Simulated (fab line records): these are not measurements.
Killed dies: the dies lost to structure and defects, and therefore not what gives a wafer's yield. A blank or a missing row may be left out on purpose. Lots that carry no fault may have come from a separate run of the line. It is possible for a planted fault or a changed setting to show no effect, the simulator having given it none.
fab line records	flow n5-finfet
record: lots: 4	wafers: 10	last-day: 16
route steps=1938 shown BEOL_M9@1437 BEOL_M10@1470 BEOL_M15@1830 PASSIVATION@1936
lots that met no fault: taken from a fault-free run of the same line
start-h: hours from the record's first day to the start of the lot's first wafer shown	wait-h: hours from the lot's prior step to this one	" same as the row above	L1.1+2: several wafers, shown together as one row	- no value present, or no start provided	* or withheld: withheld	< > ~ a bound
route shown NAME@n: a module of which the file shows steps, and the number in the route of the first	usual: average and standard deviation across the fault-free wafers	same: alike in all rows	chamber/n: place in a boat	sites: per-site readings	_std_site: the standard deviation of these	_edge_site: outer sites' mean less inner sites'	radius-mm: how far each site lies from the wafer's centre	mask NAME#n: copy n	behind: the last tool/chamber to shape the wafer	hold: what put the lot on hold/how long, in hours/how the hold closed	device: whichever transistor did not switch (one of n, p or np)	end of line: at the end of the route, the tests of the same wafers	for a step that has no rows: nothing shown but its recipe	killed: count of dies lost to structure and defects at first sort (not the wafer's yield)	map: a wafer's dies, marking killed ones x, the rest . and places with no die _
set.NAME: the setting that was run; set.NAME@STEP: the one run at that earlier step	model.NAME: the simulator's own value behind a step, which no gauge read
a table for each step, a row for each wafer; lots at some steps of the route
services: when a tool's chamber went out of use (start-h, in hours from the record's first day, below 0 if earlier), for how many hours, and the reason
== steps ==
step: N5_BEOL_M9_DESCUM_33
recipe: chemistry: O2	time-s: 7	source-power-w: 50	bias-power-w: 20	pressure-mtorr: 20	rf-frequency-hz: 2.712e+07	temp-c: 40	resist: CAR-EUV	o2-flow-sccm: 225
step: N5_BEOL_M9_ETCH_76
recipe: chemistry: N2/H2	target: underlayer	target-depth-a: 65	mask-material: CAR-EUV	time-s: 5.2	ion-energy-ev: 200	pressure-mtorr: 30	source-w: 840	bias-w: 150	n2-flow-sccm: 200	h2-flow-sccm: 200	ends: cleared
step: N5_BEOL_M9_ETCH_65
recipe: chemistry: CF4	target: SiARC	target-depth-a: 156	mask-material: CAR-EUV	time-s: 26	ion-energy-ev: 80	pressure-mtorr: 40	source-w: 545	bias-w: 36	Ar_flow_sccm: 100	cf4-flow-sccm: 100	ends: cleared
step: N5_BEOL_M9_ETCH_66
recipe: chemistry: N2/H2	target: SOC	target-depth-a: 800	overetch-a: 160	mask-material: SiARC	temp-c: 40	time-s: 120	ion-energy-ev: 200	pressure-mtorr: 30	source-w: 840	bias-w: 150	n2-flow-sccm: 200	h2-flow-sccm: 200
step: N5_BEOL_M9_STRIP_69
recipe: chemistry: N2/H2	temp-c: 40	n2-flow-sccm: 200	h2-flow-sccm: 200	rf-frequency-hz: 6e+07
step: N5_BEOL_M9_STRIP_77
recipe: chemistry: N2/H2	temp-c: 40	n2-flow-sccm: 200	h2-flow-sccm: 200	rf-frequency-hz: 6e+07
step: N5_BEOL_M9_VIA_ETCH_34
recipe: chemistry: C4F6/O2	target: SiCOH_lowk	target-depth-a: 1824	mask-material: SOC	taper-deg: 4	time-s: 68.4	ion-energy-ev: 250	pressure-mtorr: 30	source-w: 345	bias-w: 185	Ar_flow_sccm: 300	C4F6_flow_sccm: 10	O2_flow_sccm: 10
step: N5_BEOL_M9_STRIP_73
recipe: chemistry: C4F6/O2	resist: SiARC	rf-frequency-hz: 6e+07
step: N5_BEOL_M9_STRIP_36
recipe: chemistry: N2/H2	power-w: 450	temp-c: 40	pressure-mtorr: 20	rf-frequency-hz: 6e+07	overash-fraction: 0.3	bias-power-w: 7	h2-frac: 0.5	n2-flow-sccm: 200	h2-flow-sccm: 200
step: N5_BEOL_M9_TRENCH_ETCH_37
recipe: chemistry: C4F6/O2	target-depth-a: 1514.3	target: SiCOH_lowk	time-s: 49	ion-energy-ev: 250	pressure-mtorr: 30	source-w: 345	bias-w: 185	Ar_flow_sccm: 300	C4F6_flow_sccm: 10	O2_flow_sccm: 10
usual: drypump-motor-current-A: 5.6/0.48	oes_o_777_au: 0.74/0.054	oes-product-au: 0.74/0.056	rf-vpp-V: 663/13	showerhead-plenum-p-Torr: 2.87/0.11	throttle-valve-pct: 21.09/0.2
lot.wafer	tool	chamber	start-h	wait-h	drypump-motor-current-A	oes_o_777_au	oes-product-au	rf-hours-counter-h	rf-vpp-V	showerhead-plenum-p-Torr	throttle-valve-pct	model.etch.depth-nm	model.BEOL_M9.feature-depth-nm	model.TiN_of_BEOL_M9_HM_DEP_02.thk-nm
L415.1	rie-diel-02	1	240.39	-	4.9	0.69	0.70	219	667	2.72	20.69	148.8	148.8	15.6
L415.3	"	3	"	"	5.6	0.82	0.84	71	666	3.02	21.02	151.1	151.2	15.2
L415.4	"	2	"	"	6.1	0.77	0.77	127	661	2.64	21.29	153.8	153.8	15.2
L429.1	rie-diel-02	3	302.96	-	5.6	0.79	0.82	92	665	3.01	21.05	124.7	124.6	16.8
L429.4	"	2	"	"	6.1	0.76	0.76	148	660	2.63	21.33	125.7	125.8	16.8
L426.1	rie-diel-02	0	308.90	-	5.3	0.69	0.70	209	663	2.84	21.32	122.5	122.6	16.8
L426.4	"	3	"	"	5.6	0.79	0.82	94	666	3.01	21.06	124.4	124.4	16.4
L431.1	rie-diel-01	1	315.34	-	5.8	0.81	0.81	77	671	2.97	21.04	149.1	149	15.6
L431.2	"	0	"	"	6.2	0.68	0.68	227	662	2.92	21.04	147.1	147	15.8
L431.6	"	0	"	"	6.2	0.68	0.68	-	663	2.92	21.07	148	148	16
step: N5_BEOL_M9_ETCH_41
recipe: chemistry: CH3F/O2	target: SiCN	target-depth-a: 366	taper-deg: 2	time-s: 70.1	ion-energy-ev: 120	mask-material: TiN	pressure-mtorr: 30	source-w: 395	bias-w: 75	Ar_flow_sccm: 150	CH3F_flow_sccm: 30	O2_flow_sccm: 20
step: N5_BEOL_M9_STRIP_80
recipe: chemistry: N2/H2	time-s: 10	power-w: 450	temp-c: 40	pressure-mtorr: 20	rf-frequency-hz: 6e+07	bias-power-w: 7	n2-flow-sccm: 200	h2-flow-sccm: 200
step: N5_BEOL_M9_OCD_MEAS_38
usual: trench-depth-nm: 150.1/2.5
lot.wafer	tool	chamber	start-h	wait-h	trench-depth-nm
L415.1	ocd-01	-	240.56	-	148.9
L415.3	"	-	"	"	150.6
L415.4	"	-	"	"	154.0
L429.1	ocd-02	-	303.13	-	125.0
L429.4	"	-	"	"	125.5
L426.1	ocd-01	-	309.08	-	122.7
L426.4	"	-	"	"	124.5
L431.1	ocd-01	-	315.51	-	148.8
L431.2	"	-	"	"	147.3
L431.6	"	-	"	"	148.2
step: N5_BEOL_M9_HM_STRIP_39
recipe: chemistry: peroxide-tin-strip	material: TiN	target-depth-a: 250	temp-c: 50	time-s: 158
step: N5_BEOL_M9_SRD_40
recipe: time-s: 30	temp-c: 23	rinse-liquid: diw	dry: ipa-marangoni
step: N5_BEOL_M9_PRECLEAN_42
recipe: chemistry: residue-remover	time-s: 60	temp-c: 40
step: N5_BEOL_M9_SRD_43
recipe: time-s: 30	temp-c: 23	rinse-liquid: diw	dry: ipa-marangoni
step: N5_BEOL_M9_CURE_72
recipe: temp-c: 370	time-s: 120	ambient: DMADMS/He	material: SiCOH_lowk
step: N5_BEOL_M9_DEGAS_44
recipe: ambient: vacuum	temp-c: 250	time-s: 60
step: N5_BEOL_M9_PRE_CLEAN_45
recipe: gas: H2/He	time-s: 30	temp-c: 250
step: N5_BEOL_M9_ALD_74
recipe: material: TaN	target-thk-a: 20	temp-c: 275	ald-precursor-family: PDMAT	ald-co-reactant: NH3	pressure-torr: 3	carrier-flow-sccm: 1500	pulse-time-s: 2	purge-time-s: 3	co-reactant-purge-time-s: 2	co-reactant-pulse-time-s: 3	ald-cycles: 40	precursor-vessel-temp-c: 75	precursor-vessel-pressure-torr: 26.25	precursor-vessel-carrier-sccm: 1000
step: N5_BEOL_M9_SURFACE_TREAT_79
recipe: gas: Ar	time-s: *	ion-energy-ev: *	ion-current-ma-cm2: 0.5	pressure-mtorr: *	ar-flow-sccm: 30
step: N5_BEOL_M9_CVD_78
recipe: material: Co	target-thk-a: 20	temp-c: withheld	precursor: CCTBA/H2	pressure-torr: 30	time-s: 138.9
step: N5_BEOL_M9_SPUTTER_48
recipe: material: Cu	target-thk-a: 120	temp-c: -20	bias-v: 60	power-w: 26000	chamber-pressure-pa: 0.13	time-s: 2
step: N5_BEOL_M9_ECD_50
recipe: material: Cu	target-thk-a: 3180
step: N5_BEOL_M9_ANNEAL_51
recipe: temp-c: 225	time-s: 90	ambient: N2
step: N5_BEOL_M9_CMP_52
recipe: stop-on: SiCOH_lowk	t-overpolish-s: 7	down-force-psi: 1	platen-rpm: 50	clearing-platen-down-force-psi: 1.5	clearing-platen-rpm: 50	post-cmp-clean: cu-alkaline	target-thk-nm: 140	clearing-platen-pad-velocity-m-s: 0.99484	pad-velocity-m-s: 0.99484
usual: edge-zone-pressure-frac: 1.000/0.0052	motor-current-A: 6.2/0.44	pad-life-wafers: 1057/600
lot.wafer	tool	chamber	start-h	wait-h	edge-zone-pressure-frac	motor-current-A	pad-life-wafers	model.Cu_of_BEOL_M9_ECD_50.thk-nm
L415.4	cmp-02	0	244.18	0.1	0.999	6.5	252	142.4
L415.3	"	2	"	"	1.003	6.4	254	140.4
L415.1	"	3	"	"	1.004	6.4	255	136.6
L429.1	cmp-01	1	305.93	0.3	1.007	6.4	91	112.4
L429.4	"	2	"	"	1.005	6.9	92	115.8
L426.1	cmp-03	2	311.58	0.3	1.000	6.4	1501	111
L426.4	"	0	"	"	1.005	5.9	1503	112.8
L431.2	cmp-03	2	317.81	0.2	0.989	6.7	1548	136.6
L431.1	"	3	"	"	0.996	6.7	1549	138.8
L431.6	"	3	"	"	1.002	6.4	-	137.4
step: N5_BEOL_M9_THK_MEAS_53
recipe: thk-meas-gauge: xrf	reads: Cu_of_BEOL_M9_ECD_50
usual: M9_THK: 140.9/2.9
lot.wafer	tool	chamber	start-h	wait-h	M9_THK[nm]
L415.1	film-metro-02	-	244.48	-	137.9
L415.3	"	-	"	"	142.3
L415.4	"	-	"	"	143.5
L429.1	film-metro-02	-	306.18	-	114.1
L429.4	"	-	"	"	116.9
L426.1	film-metro-02	-	311.84	-	112.2
L426.4	"	-	"	"	113.6
L431.1	film-metro-01	-	318.10	-	141.4
L431.2	"	-	"	"	138.5
L431.6	"	-	"	"	140.4
step: N5_BEOL_M9_PRE_CLEAN_55
recipe: gas: NH3	time-s: 15	temp-c: withheld	rf-power-w: 300
step: N5_BEOL_M9_DEP_56
recipe: material: SiCN	target-thk-a: 150	temp-c: withheld	precursor: 3MS/NH3	pressure-torr: 3	rf-w: 202	time-s: 26.5
step: N5_BEOL_M9_RS_MEAS_57
recipe: thk-meas-gauge: four-point-probe	reads: Cu_of_BEOL_M9_ECD_50+Co_of_BEOL_M9_CVD_78+TaN_of_BEOL_M9_ALD_74
usual: M9_RS: 0.153/0.0032
lot.wafer	tool	chamber	start-h	wait-h	M9_RS[ohm/sq]
L415.1	film-metro-01	-	244.61	0.1	0.155
L415.3	"	-	"	"	0.151
L415.4	"	-	"	"	0.148
L429.1	film-metro-01	-	306.32	0.1	0.193
L429.4	"	-	"	"	0.186
L426.1	film-metro-02	-	311.97	0.1	0.195
L426.4	"	-	"	"	0.192
L431.1	film-metro-01	-	318.24	0.1	0.152
L431.2	"	-	"	"	0.155
L431.6	"	-	"	"	0.154
step: N5_BEOL_M10_ILD_DEP_00
recipe: material: SiCOH_lowk	target-thk-a: 3085.1	temp-c: 300	precursor: DEMS/porogen	pressure-torr: 5	rf-w: 500	time-s: 58
step: N5_BEOL_M10_CURE_71
recipe: temp-c: 385	time-s: 240	ambient: He/Ar	material: SiCOH_lowk
step: N5_BEOL_M10_PECVD_70
recipe: material: SiO2	target-thk-a: 200	temp-c: 400	precursor: TEOS/O2	pressure-torr: 5.5	rf-w: 450	teos-flow-sccm: 53.8	gas: O2	flow-sccm: 3000	time-s: 22.7
step: N5_BEOL_M10_HM_DEP_02
recipe: material: TiN	target-thk-a: 200	temp-c: 25	chamber-pressure-pa: 0.49996
step: N5_BEOL_M10_COAT_59
recipe: resist: SOC	temp-c: 250	time-s: 60	spin-rpm: 1500	resist-thk-nm: 100
step: N5_BEOL_M15_RC_MEAS_101
usual: COMB_M10: 1.4e-11/3.2e-12	COMB_M11: 1.4e-11/3.4e-12	COMB_M12: 5.8e-12/1.5e-12	COMB_M13: 4.4e-12/1.2e-12	COMB_M14: 3.2e-12/8.9e-13	COMB_M15: 2.1e-12/8.9e-13	COMB_M5: 3.7e-11/7.6e-12	COMB_M6: 2.5e-11/4.9e-12	COMB_M7: 2.5e-11/5.3e-12	COMB_M8: 2.5e-11/5.3e-12	SERP_M10: 3.03/0.083	SERP_M11: 3.12/0.077	SERP_M12: 0.638/0.016	SERP_M13: 0.313/0.0067	SERP_M13_max_site: 0.316/0.007	SERP_M14: 0.160/0.0033	SERP_M5: 38.8/1.5	SERP_M6: 13.9/0.56	SERP_M7: 14.0/0.51	SERP_M8: 13.9/0.51	SERP_M9: 3.10/0.073	SERP_M9_max_site: 3.19/0.085
lot.wafer	tool	chamber	start-h	wait-h	COMB_M10[S/m]	COMB_M11[S/m]	COMB_M12[S/m]	COMB_M13[S/m]	COMB_M14[S/m]	COMB_M15[S/m]	COMB_M5[S/m]	COMB_M6[S/m]	COMB_M7[S/m]	COMB_M8[S/m]	SERP_M10[ohm/um]	SERP_M11[ohm/um]	SERP_M12[ohm/um]	SERP_M13[ohm/um]	SERP_M13_max_site[ohm/um]	SERP_M14[ohm/um]	SERP_M5[ohm/um]	SERP_M6[ohm/um]	SERP_M7[ohm/um]	SERP_M8[ohm/um]	SERP_M9[ohm/um]	SERP_M9_max_site[ohm/um]
L415.1	prober-02	0	302.51	0.0	1.7e-11	1.6e-11	7.2e-12	6.1e-12	3.4e-12	1.9e-12	3.7e-11	2.3e-11	2.2e-11	3.4e-11	3.04	3.15	0.635	0.316	0.320	0.157	40.1	15.0	14.6	13.9	3.10	3.13
L415.3	"	0	"	"	2.3e-11	1.3e-11	6.8e-12	3.9e-12	3.8e-12	1.6e-12	4.8e-11	2.2e-11	2.5e-11	2.3e-11	3.09	3.18	0.622	0.330	0.331	0.162	39.7	14.4	14.4	13.7	3.00	3.11
L415.4	"	0	"	"	2.2e-11	1.2e-11	5.6e-12	3.3e-12	3e-12	1.9e-12	3.3e-11	2.5e-11	3.3e-11	2.4e-11	3.06	3.22	0.617	0.313	0.317	0.162	37.1	14.5	14.7	14.9	2.95	3.05
L429.1	prober-02	0	354.38	0.0	1.5e-11	1.6e-11	6.8e-12	5.5e-12	4.5e-12	3.4e-12	3.4e-11	3.6e-11	2.1e-11	2.5e-11	3.01	3.02	0.643	0.307	0.312	0.163	38.7	13.9	14.7	13.9	3.92	4.14
L429.4	"	0	"	"	1.2e-11	1.9e-11	7.6e-12	3.7e-12	3.1e-12	2.1e-12	3.2e-11	2.8e-11	3e-11	3e-11	3.01	3.10	0.642	0.309	0.311	0.157	37.8	14.8	13.7	13.6	3.86	3.92
L426.1	prober-01	0	360.72	0.0	9e-12	1e-11	4.4e-12	4.1e-12	3.5e-12	2.4e-12	3.2e-11	2.6e-11	2.3e-11	3.7e-11	2.96	3.06	0.617	0.316	0.321	0.167	37.7	14.9	14.4	14.5	4.01	4.11
L426.4	"	0	"	"	1.3e-11	1.6e-11	4.2e-12	4e-12	3.1e-12	3.1e-12	3.4e-11	2.7e-11	2.3e-11	3e-11	3.03	3.22	0.642	0.315	0.318	0.161	37.8	13.4	14.6	13.6	3.89	4.25
L431.1	prober-02	0	361.21	0.0	1.7e-11	1.8e-11	6e-12	4.7e-12	4.5e-12	3.7e-12	3.4e-11	2.1e-11	1.7e-11	2.9e-11	2.90	3.16	0.676	0.316	0.318	0.163	35.9	13.4	13.4	14.5	3.17	3.22
L431.2	"	0	"	"	1.8e-11	1.5e-11	1.08e-11	4.1e-12	2.7e-12	3.2e-12	4.1e-11	1.8e-11	2.4e-11	2.9e-11	3.04	3.17	0.622	0.317	0.320	0.156	38.6	14.0	14.2	14.2	3.17	3.23
L431.6	"	0	"	"	1.6e-11	1.7e-11	7.2e-12	5.6e-12	3.6e-12	4.6e-12	4.2e-11	2e-11	1.9e-11	3.9e-11	2.96	3.17	0.632	0.312	0.315	0.158	38.8	13.8	13.7	14.6	3.18	3.24
sites SERP_M9 radius-mm=0,75,75,75,75,140,140,140,140
L415.1 3.13 3.10 3.12 3.13 3.11 3.02 3.05 3.01 3.01
L429.1 3.81 3.79 3.87 3.89 3.92 4.05 4.12 4.02 4.14
L426.1 4.11 4.02 4.05 4.01 4.07 3.88 3.86 3.88 3.92
L431.1 3.21 3.17 3.19 3.22 3.19 3.04 3.02 3.05 3.09
step: N5_PASSIVATION_PROBE_49
usual: defect-limited-yield: 91.6/1.2	killed_at_M0_to_M3: 33/9.4	killed_at_M4_up: 13/5.2	killed-at-contacts: 13/5.6	killed-at-front-end: 37/9.5	killed-at-other: 4/3.1	killed-dies: 99/15	killed-open: 65/11	killed-short: 32/7.5	sort_bin_5_function: 4.9/0.77	sort_bin_6_memory: 3.1/0.65	sort_bin_8_speed: 0.01/0.056	sort-n-pass: 1081/15	sort-yield-pct: 91.6/1.2
same: gross-dies: 1180	killed-at-back-side: 0	sort_bin_4_leakage[%]: 0
lot.wafer	tool	chamber	start-h	wait-h	defect-limited-yield[%]	killed_at_M0_to_M3	killed_at_M4_up	killed-at-contacts	killed-at-front-end	killed-at-other	killed-dies	killed-open	killed-short	sort_bin_5_function[%]	sort_bin_6_memory[%]	sort_bin_8_speed[%]	sort-n-pass	sort-yield-pct[%]
L415.1	prober-02	-	317.59	0.0	92.0	33	8	13	35	5	94	62	32	5.2	2.1	0	1086	92.0
L415.3	prober-02	-	317.69	0.1	90.1	26	20	14	53	4	117	83	34	6.0	3.6	0	1063	90.1
L415.4	prober-02	-	317.74	0.2	91.9	21	13	12	42	8	96	72	23	5.5	2.5	0	1084	91.9
L429.1	prober-01	-	367.32	0.0	92.8	27	15	4	35	4	85	51	32	4.4	2.6	0	1095	92.8
L429.4	prober-01	-	367.47	0.2	90.8	31	11	9	56	2	109	67	36	4.6	4.3	0	1071	90.8
L426.1	prober-02	-	374.36	0.0	90.3	41	8	10	55	0	114	74	40	5.7	3.8	0	1066	90.3
L426.4	prober-02	-	374.51	0.2	93.5	24	7	24	22	0	77	44	32	4.5	1.9	0	1103	93.5
L431.1	prober-01	-	376.33	0.0	89.9	38	7	13	60	1	119	74	39	5.2	4.4	0	1061	89.9
L431.2	prober-01	-	376.38	0.1	90.2	40	9	15	52	0	116	71	44	6.2	3.6	0.08	1063	90.1
L431.6	prober-01	-	376.58	0.3	91.4	24	7	18	51	2	102	74	27	5.1	3.1	0	1078	91.4
killed by level:class
L415.1 MOL_CONTACT_COAG:geometric-particle:open=11 BEOL_M1:geometric-particle:open=11 STI_FIN_REVEAL:geometric-particle:open=8 FIN_SAQP:geometric-particle:open=6 BEOL_M1:geometric-particle:short=6 FIN_SAQP:geometric-particle:short=5 GATE_CUT:geometric-particle:short=5 BEOL_M0:geometric-particle:open=4
L415.3 STI_FIN_REVEAL:geometric-particle:open=19 MOL_CONTACT_COAG:geometric-particle:open=12 FIN_SAQP:geometric-particle:open=8 FIN_SAQP:geometric-particle:short=7 BEOL_M4:geometric-particle:open=7 BEOL_M6:geometric-particle:open=6 BEOL_M1:geometric-particle:open=5 BEOL_M3:geometric-particle:open=5
L415.4 STI_FIN_REVEAL:geometric-particle:open=14 MOL_CONTACT_COAG:geometric-particle:open=10 FIN_SAQP:geometric-particle:open=6 FIN_SAQP:geometric-particle:short=6 BEOL_M3:geometric-particle:open=6 BEOL_M4:geometric-particle:open=6 PASS1_CAP:geometric-particle:open=6 STI_FIN_REVEAL:geometric-particle:short=4
L429.1 BEOL_M0_SAQP:geometric-particle:short=13 STI_FIN_REVEAL:geometric-particle:open=10 BEOL_M4:geometric-particle:open=8 BEOL_M0_SAQP:geometric-particle:open=6 FIN_SAQP:geometric-particle:open=4 GATE_CUT:geometric-particle:short=4 BEOL_M1:geometric-particle:open=3 BEOL_M7:geometric-particle:open=3
L429.4 STI_FIN_REVEAL:geometric-particle:open=14 FIN_SAQP:geometric-particle:short=9 BEOL_M0_SAQP:geometric-particle:short=9 FIN_SAQP:geometric-particle:open=8 MOL_CONTACT_COAG:geometric-particle:open=8 BEOL_M3:geometric-particle:open=7 BEOL_M4:geometric-particle:open=6 DUMMY_GATE:geometric-particle:open=5
L426.1 FIN_SAQP:geometric-particle:short=17 BEOL_M3:geometric-particle:open=14 FIN_SAQP:geometric-particle:open=9 BEOL_M2:geometric-particle:open=9 MOL_CONTACT_COAG:geometric-particle:open=8 STI_FIN_REVEAL:geometric-particle:open=7 BEOL_M0_SAQP:geometric-particle:open=6 SPACER0:geometric-particle:short=4
L426.4 MOL_CONTACT_COAG:geometric-particle:open=16 BEOL_M0_SAQP:geometric-particle:short=9 MOL_CONTACT_COAG:geometric-particle:short=8 BEOL_M0_SAQP:geometric-particle:open=6 GATE_CUT:geometric-particle:short=5 BEOL_M3:geometric-particle:open=4 FIN_SAQP:geometric-particle:open=3 STI_FIN_REVEAL:geometric-particle:open=3
L431.1 FIN_SAQP:geometric-particle:open=24 BEOL_M0_SAQP:geometric-particle:short=12 MOL_CONTACT_COAG:geometric-particle:open=10 BEOL_M0_SAQP:geometric-particle:open=10 FIN_SAQP:geometric-particle:short=8 GATE_CUT:geometric-particle:short=5 HKMG_FIN:area-etch=5 STI_FIN_REVEAL:geometric-particle:open=4
L431.2 FIN_SAQP:geometric-particle:open=17 FIN_SAQP:geometric-particle:short=13 MOL_CONTACT_COAG:geometric-particle:open=12 BEOL_M3:geometric-particle:open=10 BEOL_M0_SAQP:geometric-particle:short=9 BEOL_M0_SAQP:geometric-particle:open=7 BEOL_M2:geometric-particle:open=7 STI_FIN_REVEAL:geometric-particle:open=5
L431.6 FIN_SAQP:geometric-particle:open=22 MOL_CONTACT_COAG:geometric-particle:open=16 FIN_SAQP:geometric-particle:short=9 BEOL_M3:geometric-particle:open=8 BEOL_M4:geometric-particle:open=6 BEOL_M0_SAQP:geometric-particle:short=5 ILD0:geometric-particle:open=4 GATE_CUT:geometric-particle:short=4
== services ==
tool	chamber	start-h	hours	kind
cmp-02	-	226.91	0.8	repair
cmp-02	-	236.26	5.6	pm
cmp-02	-	245.99	3.0	repair
rie-diel-01	-	250.99	1.8	repair
cmp-02	-	263.63	1.8	repair
rie-diel-02	2	286.38	3.2	repair
cmp-01	-	290.30	4.0	pm
cmp-01	-	294.30	-	consumable-replace:conditioner
cmp-01	-	294.30	-	consumable-replace:pad
cmp-02	-	304.06	5.2	repair
cmp-02	-	312.51	2.7	repair
== key ==
first-sign: step: N5_BEOL_M9_OCD_MEAS_38	reading: trench-depth-nm	direction: down	sigmas: 10	usual: 150.1	struck: 124.4
effect: step: N5_BEOL_M9_THK_MEAS_53	reading: M9_THK	direction: down	sigmas: 9.3	usual: 140.9	struck: 114.2
effect: step: N5_BEOL_M9_RS_MEAS_57	reading: M9_RS	direction: up	sigmas: 12	usual: 0.153	struck: 0.192
effect: step: N5_BEOL_M15_RC_MEAS_101	reading: SERP_M9	direction: up	sigmas: 11	usual: 3.10	struck: 3.92
model-effect: step: N5_BEOL_M9_TRENCH_ETCH_37	value: etch.depth-nm	without: 151.7	struck: 124.3
model-effect: step: N5_BEOL_M9_CMP_52	value: Cu_of_BEOL_M9_ECD_50.thk-nm	without: 140.4	struck: 113
met-at N5_BEOL_M9_TRENCH_ETCH_37
struck-wafers L426.1,L426.4,L429.1,L429.4
onset-between 240.39 302.96
fault: kind: process-parameter-drift	tool: rie-diel-02	chamber: -	onset-h: 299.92	steps: N5_BEOL_M9_TRENCH_ETCH_37	channel: target-depth-a	offset: -273.26	shape: step	end-h: 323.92	scope: struck-wafers-only	acts-in: these-recipes-only	stated: 1514.3
